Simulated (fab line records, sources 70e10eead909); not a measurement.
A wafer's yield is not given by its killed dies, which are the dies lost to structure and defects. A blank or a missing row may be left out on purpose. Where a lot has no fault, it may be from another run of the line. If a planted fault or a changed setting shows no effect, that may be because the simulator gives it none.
A struck lot beside a sound one    flow nand harc    18 steps out of a route of 1302
Sound: the wafers L201.2, L201.4, L201.5. The struck wafers were L190.1, L190.3, L190.4. Last of all comes the cause.
Each step with rows lists, per side, the tool, then ch with its chambers, then its first start. Under that, the readings that differ: sound wafers    struck wafers    difference of the means    sigmas: that difference in standard deviations of wafers without a fault.
alike: readings with means less than 2 such deviations apart, plus words and numbers identical on both sides. not compared: withheld readings, readings lacking a value on some wafer, bounds such as >300 that could conceal the same value, and numbers that have no deviation in the record and whose values overlap.
Wherever a step has rows on one side only, a row that says differs or no value, or a row with sigmas, the two part there. Numbers that have no deviation but don't overlap get no sigmas and don't part them. Lack of a reading on every wafer of one side parts them only where that side has two or more wafers.

NHARC_P_GATE_CD_MEAS_46: target cd 720 nm.
  sound on cd sem-01 ch 0, day 11 03:20; struck on cd sem-03 ch 0, day 6 08:35
  alike: cd nm
then, 1 step without rows for these wafers: NHARC_P_GATE_HARDBAKE_47 (time 80 s).
NHARC_P_GATE_DESCUM_48: chemistry O2, time 3 s.
  sound on rie diel-02 ch 0,2, day 11 03:31; struck on rie diel-02 ch 1,2,3, day 6 08:45
  alike: drypump motor current A, oes product au, rf vpp V, showerhead plenum p Torr, throttle valve pct
  not compared: rf hours counter h
then, 1 step without rows for these wafers: NHARC_P_GATE_IMPLANT_49.
NHARC_P_GATE_STRIP_111: strips in N2/H2, time 250 s.
  sound on plasma asher-02 ch 0,1, day 11 03:55; struck on plasma asher-02 ch 0,1, day 6 09:07
  alike: drypump motor current A, heater power w, temp c
  not compared: rf hours counter h
NHARC_P_GATE_STRIP_75: strips in O2.
  sound on plasma asher-02 ch 0,1, day 11 04:11; struck on plasma asher-02 ch 0,1, day 6 09:25
reading     sound                 struck                difference  sigmas
temp c (C)  250.30 250.29 249.82  249.95 249.69 249.70  -0.36       -2
  alike: drypump motor current A, heater power w
  not compared: rf hours counter h
then, 6 steps without rows for these wafers: NHARC_P_GATE_STRIP_50 (strips in SPM, time 900 s); NHARC_P_GATE_DEHYDRATE_51 (time 120 s); NHARC_P_GATE_HMDS_52 (time 30 s); NHARC_P_GATE_COAT_53; NHARC_P_GATE_SOFTBAKE_54 (time 95 s); NHARC_P_GATE_EBR_55.
NHARC_P_GATE_EXPOSE_56: exposes mask P PSD, target cd 720 nm.
  sound on krf scanner-03 ch 0, day 11 04:58; struck on krf scanner-01 ch 0, day 6 10:04
reading  sound                    struck                            difference  sigmas
mask     P_PSD#0 P_PSD#0 P_PSD#0  P_PSD_R1#0 P_PSD_R1#0 P_PSD_R1#0  differs     
then, 2 steps without rows for these wafers: NHARC_P_GATE_PEB_57 (peb time 85 s); NHARC_P_GATE_DEVELOP_58 (time 70 s).
NHARC_P_GATE_CD_MEAS_59: target cd 720 nm.
  sound on cd sem-01 ch 0, day 11 05:07; struck on cd sem-01 ch 0, day 6 10:13
reading     sound              struck             difference  sigmas
cd nm (nm)  719.4 719.6 718.6  732.3 730.8 733.1  +12.9       +8
then, 2 steps without rows for these wafers: NHARC_P_GATE_HARDBAKE_60 (time 80 s); NHARC_END_SORT_01.

## WHERE THEY PART
First at NHARC_P_GATE_STRIP_75; last, within this record, at NHARC_P_GATE_CD_MEAS_59.

WHY: whatever the simulator had introduced
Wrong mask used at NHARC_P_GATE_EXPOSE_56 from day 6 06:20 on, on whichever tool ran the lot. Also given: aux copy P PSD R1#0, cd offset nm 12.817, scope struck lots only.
